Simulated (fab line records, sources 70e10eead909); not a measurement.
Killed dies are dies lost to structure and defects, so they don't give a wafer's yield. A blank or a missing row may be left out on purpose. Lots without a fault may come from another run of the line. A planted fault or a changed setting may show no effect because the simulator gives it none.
Chamber matching | flow nand_harc | NHARC_A_CHANNEL_FILL_D2_CMP_10 on cmp-02: 4 sister chambers
The step polishes, target thk 150 nm. 18 wafers are shown with their chamber, then 9 later ones without.

WAFERS WITH THEIR CHAMBER
wafer  | chamber | time_to_endpoint_s (s) | motor_current_A (A)
L074.1 | 3       | 23                     | 11.5
L074.5 | 1       | 19                     | 11.7
L074.6 | 0       | 10                     | 13.0
L077.1 | 3       | 19                     | 11.9
L077.2 | 0       | 9                      | 13.5
L077.6 | 1       | 17                     | 11.5
L079.2 | 3       | 17                     | 11.9
L079.3 | 0       | 8                      | 13.7
L079.4 | 2       | 13                     | 12.0
L083.1 | 3       | 19                     | 11.4
L083.5 | 2       | 15                     | 11.8
L083.6 | 3       | 19                     | 10.9
L089.1 | 3       | 20                     | 11.0
L089.4 | 2       | 14                     | 11.7
L089.6 | 2       | 15                     | 11.7
L087.3 | 2       | 16                     | 11.5
L087.4 | 0       | 10                     | 13.7
L087.6 | 0       | 10                     | 12.8

SIGNATURES (means of the wafers above)
reading            | chamber 0 | chamber 1 | chamber 2 | chamber 3 | scatter within a chamber
time_to_endpoint_s | 9.40      | 18.00     | 14.60     | 19.50     | 1.46
motor_current_A    | 13.340    | 11.600    | 11.740    | 11.433    | 0.354
Rule: a wafer's distance from a chamber is the root of the sum, over the readings, of the square of ((its reading less the chamber's mean) divided by the reading's scatter). The wafer belongs to the nearest chamber; if the next one is less than 2 further off, it can't be placed. The scatter: the root of (the sum of the squares of (reading less its chamber's mean) over the shown wafers, divided by (wafers less chambers)).

WAFERS WITHOUT THEIR CHAMBER
wafer  | time_to_endpoint_s (s) | motor_current_A (A)
L090.2 | 11                     | 12.4
L090.4 | 9                      | 12.8
L090.5 | 9                      | 12.5
L090.1 | 17                     | 11.4
L090.3 | 15                     | 11.4
L090.6 | 16                     | 11.6
L094.3 | 19                     | 11.8
L094.4 | 18                     | 11.7
L094.6 | 15                     | 12.3

WHICH CHAMBER EACH WENT THROUGH
wafer  | from the rows above          | in truth
L090.2 | can't be placed: 0 or 2      | 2
L090.4 | 0                            | 0
L090.5 | 0                            | 0
L090.1 | can't be placed: 1 or 3 or 2 | 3
L090.3 | can't be placed: 2 or 1      | 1
L090.6 | can't be placed: 2 or 1 or 3 | 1
L094.3 | can't be placed: 1 or 3      | 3
L094.4 | can't be placed: 1 or 3      | 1
L094.6 | can't be placed: 2 or 1      | 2
Placed correctly: 2 of 9. Can't be placed from these rows: 7 (the true chamber is among the candidates in 7). Placed wrongly: 0.
